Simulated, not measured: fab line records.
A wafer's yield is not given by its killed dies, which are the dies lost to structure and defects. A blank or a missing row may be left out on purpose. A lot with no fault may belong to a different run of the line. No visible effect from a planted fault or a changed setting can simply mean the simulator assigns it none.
Which tool was responsible? + flow nandHarc + 38 wafers from 14 lots sampled at 6 of the route's 1302 steps

## WHAT THE GAUGES SHOWED, per wafer
NHARC_A_ONON_D1_THK_MEAS_21: measures by ellipsometry. Usual: thkNm at 1000 nm, with a standard deviation of 9.8.
| lot  | measured     | on           | thkNm (nm)     | flag |
|------|--------------|--------------|----------------|------|
| L954 | day 8 13:32  | filmMetro-02 | 995 994 993    |      |
| L963 | day 12 15:12 | filmMetro-02 | 1495 1494      | OFF  |
| L964 | day 12 18:59 | filmMetro-01 | 1481 1481      | OFF  |
| L966 | day 13 11:07 | filmMetro-01 | 1001 1000 1000 |      |
| L968 | day 14 06:35 | filmMetro-02 | 990 992 991    |      |
| L967 | day 14 06:35 | filmMetro-01 | 992 991 992    |      |
| L969 | day 15 01:10 | filmMetro-02 | 985 988 988    |      |
| L970 | day 15 09:04 | filmMetro-02 | 1013 1013 1012 |      |
| L971 | day 15 09:02 | filmMetro-01 | 1004 1003 1003 |      |
| L972 | day 15 23:35 | filmMetro-01 | 1011 1013 1013 |      |
| L974 | day 16 16:47 | filmMetro-01 | 1009 1009 1012 |      |
| L973 | day 16 16:47 | filmMetro-01 | 987 990 988    |      |
| L975 | day 17 06:55 | filmMetro-02 | 1000 1002 999  |      |
| L976 | day 18 03:14 | filmMetro-01 | 1009 1009 1011 |      |

NHARC_A_CHANNEL_HOLE_D1_INSPECT_12. Usual: rawDefectCount at 5.2, with a standard deviation of 2.7.
| lot  | measured     | on               | rawDefectCount | flag |
|------|--------------|------------------|----------------|------|
| L954 | day 8 18:50  | defectInspect-02 | 4 4 7          |      |
| L966 | day 13 16:15 | defectInspect-02 | 3 2 3          |      |
| L968 | day 14 12:38 | defectInspect-02 | 0 2 3          |      |
| L967 | day 14 11:31 | defectInspect-02 | 5 6 6          |      |
| L969 | day 15 06:08 | defectInspect-02 | 5 5 7          |      |
| L970 | day 15 14:57 | defectInspect-02 | 5 2 3          |      |
| L971 | day 15 14:48 | defectInspect-01 | 6 7 5          |      |
| L972 | day 16 04:41 | defectInspect-02 | 4 2 4          |      |
| L974 | day 17 02:02 | defectInspect-02 | 10 6 6         |      |
| L973 | day 17 02:32 | defectInspect-02 | 3 7 10         |      |
| L975 | day 17 12:02 | defectInspect-02 | 7 6 6          |      |
| L976 | day 18 08:35 | defectInspect-01 | 7 5 9          |      |

NHARC_END_SORT_01. Usual: killedAtArray 53, standard deviation 18; killedAtOther 1.0, standard deviation 1.2; killedAtPeriphery 3.6, standard deviation 2.4; killedDies 58, standard deviation 18; killedOpen 3.4, standard deviation 1.8; killedShort 2.3, standard deviation 1.5.
| lot  | measured     | on        | killedAtArray | killedAtOther | killedAtPeriphery | killedDies | killedOpen | killedShort | flag |
|------|--------------|-----------|---------------|---------------|-------------------|------------|------------|-------------|------|
| L954 | day 24 19:35 | prober-01 | 76 76 88      | 0 1 1         | 5 8 7             | 81 85 96   | 4 3 7      | 4 2 1       |      |
| L963 | day 28 07:32 | prober-01 | 671           | 3             | 3                 | 677        | 5          | 6           | OFF  |
| L964 | day 29 05:34 | prober-02 | 675           | 0             | 2                 | 677        | 4          | 2           | OFF  |
| L966 | day 29 12:34 | prober-02 | 64 66 58      | 4 3 1         | 1 3 0             | 69 72 59   | 3 1 5      | 3 4 2       |      |
| L968 | day 30 21:44 | prober-02 | 73 52 75      | 0 0 1         | 13 10 9           | 86 62 85   | 2 3 3      | 2 4 8       |      |
| L967 | day 30 21:41 | prober-01 | 71 84 74      | 1 2 0         | 11 7 5            | 83 93 79   | 4 5 2      | 2 2 2       |      |
| L969 | day 31 12:55 | prober-01 | 41 36 40      | 2 2 1         | 1 4 3             | 44 42 44   | 3 4 5      | 0 2 4       |      |
| L970 | day 31 12:59 | prober-02 | 35 34 27      | 0 1 1         | 2 3 1             | 37 38 29   | 5 0 2      | 1 2 0       |      |

## EACH LOT AND THE TOOL THAT RAN IT (in order: tool; ch and the chambers of the sampled wafers; start)
| lot  | NHARC_P_BONDPAD_DESCUM_11         | NHARC_A_ONON_D1_DEP_19          | NHARC_A_CHANNEL_HOLE_D1_DEP_00 |
|------|-----------------------------------|---------------------------------|--------------------------------|
| L954 | rieDiel-08 ch 0,1,2, day 6 23:56  | pecvdOnon-04 ch 0, day 8 13:01  | aclDep-03 ch 0, day 8 16:03    |
| L963 | rieDiel-11 ch 3, day 10 22:16     | pecvdOnon-04 ch 0, day 12 14:48 | -                              |
| L964 | rieDiel-08 ch 0, day 11 05:46     | pecvdOnon-04 ch 0, day 12 18:35 | -                              |
| L966 | rieDiel-03 ch 1,2,3, day 11 19:25 | pecvdOnon-01 ch 0, day 13 10:40 | aclDep-03 ch 0, day 13 13:47   |
| L968 | rieDiel-11 ch 0,1,2, day 12 18:11 | pecvdOnon-03 ch 0, day 14 06:08 | aclDep-03 ch 0, day 14 10:10   |
| L967 | rieDiel-11 ch 1,2,3, day 12 18:59 | pecvdOnon-01 ch 0, day 14 06:07 | aclDep-01 ch 0, day 14 09:11   |
| L969 | rieDiel-11 ch 0,3, day 13 12:29   | pecvdOnon-01 ch 0, day 15 00:40 | aclDep-03 ch 0, day 15 03:28   |
| L970 | rieDiel-03 ch 0,2, day 13 19:50   | pecvdOnon-01 ch 0, day 15 08:34 | aclDep-02 ch 0, day 15 12:03   |
| L971 | rieDiel-11 ch 0,1, day 13 21:37   | pecvdOnon-03 ch 0, day 15 08:32 | aclDep-03 ch 0, day 15 12:03   |
| L972 | rieDiel-11 ch 0,1,2, day 14 11:08 | pecvdOnon-03 ch 0, day 15 23:11 | aclDep-02 ch 0, day 16 02:32   |
| L974 | rieDiel-03 ch 1,2, day 15 03:25   | pecvdOnon-04 ch 0, day 16 16:27 | aclDep-03 ch 0, day 17 00:14   |
| L973 | rieDiel-03 ch 0,2,3, day 15 03:55 | pecvdOnon-01 ch 0, day 16 16:20 | aclDep-02 ch 0, day 17 00:06   |
| L975 | rieDiel-11 ch 0,2,3, day 15 16:25 | pecvdOnon-04 ch 0, day 17 06:25 | aclDep-03 ch 0, day 17 09:13   |
| L976 | rieDiel-11 ch 0,2,3, day 16 12:49 | pecvdOnon-04 ch 0, day 18 02:50 | aclDep-02 ch 0, day 18 06:22   |
- NHARC_P_BONDPAD_DESCUM_11: chemistry O2, time 3 s.
- NHARC_A_ONON_D1_DEP_19: target thk 1000 nm.
- NHARC_A_CHANNEL_HOLE_D1_DEP_00: deposits aC, target thk 3100 nm.

## WHAT THE TOOLS THEMSELVES READ (means of the sampled wafers that have a number; where no wafer has one, the mark that the record gives instead)
NHARC_P_BONDPAD_DESCUM_11. Usual: drypumpMotorCurrentA 5.7 A, standard deviation 0.46; oesProductAu 0.999 a.u., standard deviation 0.0097; rfVppV 58.0 V, standard deviation 0.9; showerheadPlenumPTorr 1.94 Torr, standard deviation 0.077; throttleValvePct 11.311 %, standard deviation 0.0085.
| lot  | tool       | drypumpMotorCurrentA (A) | oesProductAu (a.u.) | rfVppV (V) | showerheadPlenumPTorr (Torr) | throttleValvePct (%) | flag |
|------|------------|--------------------------|---------------------|------------|------------------------------|----------------------|------|
| L954 | rieDiel-08 | 6.0                      | 0.997               | 58.4       | 1.96                         | 11.311               |      |
| L963 | rieDiel-11 | 5.8                      | 0.997               | 57.2       | 1.86                         | 11.296               |      |
| L964 | rieDiel-08 | 5.8                      | 1.020               | 58.1       | 2.00                         | 11.305               |      |
| L966 | rieDiel-03 | 5.7                      | 0.998               | 58.3       | 1.91                         | 11.307               |      |
| L968 | rieDiel-11 | 5.7                      | 0.996               | 58.2       | 1.98                         | 11.309               |      |
| L967 | rieDiel-11 | 5.7                      | 1.005               | 57.7       | 1.97                         | 11.310               |      |
| L969 | rieDiel-11 | 5.7                      | 0.990               | 58.4       | 1.87                         | 11.314               |      |
| L970 | rieDiel-03 | 5.2                      | 1.002               | 58.8       | 1.97                         | 11.313               |      |
| L971 | rieDiel-11 | 6.0                      | 1.003               | 58.1       | 1.96                         | 11.312               |      |
| L972 | rieDiel-11 | 5.6                      | 0.997               | 59.0       | 1.98                         | 11.312               |      |
| L974 | rieDiel-03 | 5.7                      | 1.014               | 57.6       | 1.97                         | 11.306               |      |
| L973 | rieDiel-03 | 5.5                      | 0.995               | 57.3       | 1.91                         | 11.308               |      |
| L975 | rieDiel-11 | 5.5                      | 0.999               | 58.0       | 1.94                         | 11.305               |      |
| L976 | rieDiel-11 | 5.5                      | 1.000               | 57.8       | 1.94                         | 11.318               |      |

NHARC_A_CHANNEL_HOLE_D1_DEP_00. Usual: throttleValvePct at 35.001 %, with a standard deviation of 0.0088.
| lot  | tool      | throttleValvePct (%) | flag |
|------|-----------|----------------------|------|
| L954 | aclDep-03 | 35.009               |      |
| L966 | aclDep-03 | 34.997               |      |
| L968 | aclDep-03 | 35.004               |      |
| L967 | aclDep-01 | 34.995               |      |
| L969 | aclDep-03 | 35.006               |      |
| L970 | aclDep-02 | 34.995               |      |
| L971 | aclDep-03 | 34.993               |      |
| L972 | aclDep-02 | 34.992               |      |
| L974 | aclDep-03 | 34.996               |      |
| L973 | aclDep-02 | 35.005               |      |
| L975 | aclDep-03 | 35.005               |      |
| L976 | aclDep-02 | 35.008               |      |

## THE ANSWER, worked out from the rows above alone
Rule: lot off if the mean of its wafers having a number is beyond 3 standard deviations from the usual mean. Also off: a lot with no number at a reading for which 4 or more lots have one. The other lots that the step has rows for count as sound. First the gauges in route order, then the tools' own readings, where a lot's mean is used as printed above. At the first step where some lot is off, the reading lying furthest off is the one used; lots without a number count as furthest.
Off: L963, L964 (NHARC_A_ONON_D1_THK_MEAS_21, thkNm).
If a tool, at a process step before that reading, ran all the lots that are off and no sound lot after the first of them, it fits. The gauges at NHARC_A_ONON_D1_THK_MEAS_21 aren't tried: what is off there is off at NHARC_END_SORT_01 too, on other tools, and a gauge's error can't cause that. Not one of the candidates tried fits.

## WHAT THE SIMULATOR HAD INSERTED
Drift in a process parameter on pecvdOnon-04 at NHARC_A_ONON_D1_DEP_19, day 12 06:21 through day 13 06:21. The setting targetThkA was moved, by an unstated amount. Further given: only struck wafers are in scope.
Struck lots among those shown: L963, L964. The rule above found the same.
